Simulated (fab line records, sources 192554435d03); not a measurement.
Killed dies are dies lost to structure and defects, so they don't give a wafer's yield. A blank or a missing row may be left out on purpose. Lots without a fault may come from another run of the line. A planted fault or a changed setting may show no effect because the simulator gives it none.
Split-lot experiment | flow n5_finfet | 7 lots, 21 wafers read, on a route of 1938 steps

THE SPLIT
At N5_GATE_CUT_HM_DEP_46 (deposits SiO2 from TEOS/O2, target thk 130 nm, time 26.6 s), the setting time_s was moved away from the recipe's 26.6 s on 8 of the 21 wafers read, by -11.5% to +12.7%. The other wafers ran this setting at the recipe's value.

The reading is taken at the split's own step.

THE READING
SiO2_of_GATE_CUT_HM_DEP_46.thk_nm (the simulator's own value, which no gauge read), in nm, at N5_GATE_CUT_HM_DEP_46 (deposits SiO2 from TEOS/O2, target thk 130 nm, time 26.6 s). The file gives no usual value for it. The 13 wafers here that ran the recipe average 129.5 nm, standard deviation 1.8 nm.

wafer  | tool, chamber at the split | time_s as run, s | against the recipe | SiO2_of_GATE_CUT_HM_DEP_46.thk_nm, nm | against lot-mates on the recipe
L075.1 | pecvd-01, 0                | 26.6             | recipe             | 126.8                                 | -
L075.2 | pecvd-01, 1                | 23.53            | -11.5%             | 114.8                                 | -13.8
L075.5 | pecvd-01, 1                | 26.6             | recipe             | 130.4                                 | -
L078.1 | pecvd-02, 0                | 26.6             | recipe             | 130.8                                 | -
L078.2 | pecvd-02, 2                | 26.6             | recipe             | 127.4                                 | -
L078.5 | pecvd-02, 2                | 26.6             | recipe             | 131.2                                 | -
L079.2 | pecvd-01, 0                | 26.6             | recipe             | 128.4                                 | -
L079.3 | pecvd-01, 1                | 28.57            | +7.4%              | 138.6                                 | +8.6
L079.4 | pecvd-01, 1                | 26.6             | recipe             | 131.6                                 | -
L085.1 | pecvd-01, 2                | 26.6             | recipe             | 128                                   | -
L085.5 | pecvd-01, 1                | 26.6             | recipe             | 130.4                                 | -
L085.6 | pecvd-01, 2                | 26.6             | recipe             | 128.4                                 | -
L090.2 | pecvd-02, 1                | 29.2             | +9.8%              | 141.4                                 | +11.6
L090.5 | pecvd-02, 0                | 29.2             | +9.8%              | 147                                   | +17.2
L090.6 | pecvd-02, 1                | 26.6             | recipe             | 129.8                                 | -
L096.1 | pecvd-02, 1                | 29.98            | +12.7%             | 146.4                                 | +13.6
L096.4 | pecvd-02, 0                | 29.98            | +12.7%             | 149.8                                 | +17.0
L096.6 | pecvd-02, 0                | 26.6             | recipe             | 132.8                                 | -
L097.1 | pecvd-01, 2                | 26.6             | recipe             | 127.4                                 | -
L097.2 | pecvd-01, 1                | 25.56            | -3.9%              | 121.8                                 | -5.6
L097.4 | pecvd-01, 2                | 25.56            | -3.9%              | 126.4                                 | -1.0

THE FIT
A straight line over all 21 wafers: SiO2_of_GATE_CUT_HM_DEP_46.thk_nm changes by +1.41 nm for each +1% of time_s; r = +0.97; the points scatter about the line by 2.1 nm.
The same after taking each lot's own level away (the mean of its wafers on the recipe; 21 wafers): +1.24 nm for each +1%; r = +0.97; scatter 1.9 nm.
On that fit, the largest move of time_s shifts the reading by 16 nm.
The lots' own levels span 127.40 to 132.80 nm, that is 3.0 times the standard deviation above.
So the lot-to-lot level changes the slope: the two fits differ.
Check: with one of the wafers moved furthest among these (+12.7%) left out of the fit, the line predicts +16.8 nm for it against its lot-mates. It came out at +13.6 nm against them.

OTHER SPLITS ON THESE WAFERS
These wafers also went through other splits before the reading. Each is held against what the fit with the lots' levels taken away leaves over:
other split on the same wafers  | wafers away from the commonest value | r with SiO2_of_GATE_CUT_HM_DEP_46.thk_nm (lot level and that fit taken away)
N5_ZERO_LAYER_COAT_05 spin_rpm  | 7                                    | -0.28
N5_ZERO_LAYER_EXPOSE_08 dose_mj | 9                                    | +0.01
N5_WELL_APT_COAT_02 spin_rpm    | 7                                    | +0.12
N5_WELL_APT_EXPOSE_05 dose_mj   | 7                                    | -0.11
N5_FIN_SAQP_ETCH_65 time_s      | 8                                    | -0.49
N5_DUMMY_GATE_COAT_28 spin_rpm  | 6                                    | +0.00
N5_SD_EPI_P_COAT_34 spin_rpm    | 6                                    | +0.22
N5_SD_EPI_P_COAT_35 spin_rpm    | 6                                    | -0.48
N5_SDB_STRIP_22 power_w         | 7                                    | +0.01

THE FILE'S OWN FIT
SiO2_of_GATE_CUT_HM_DEP_46.thk_nm changes by +1.24 nm for each +1% of time_s, r = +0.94.
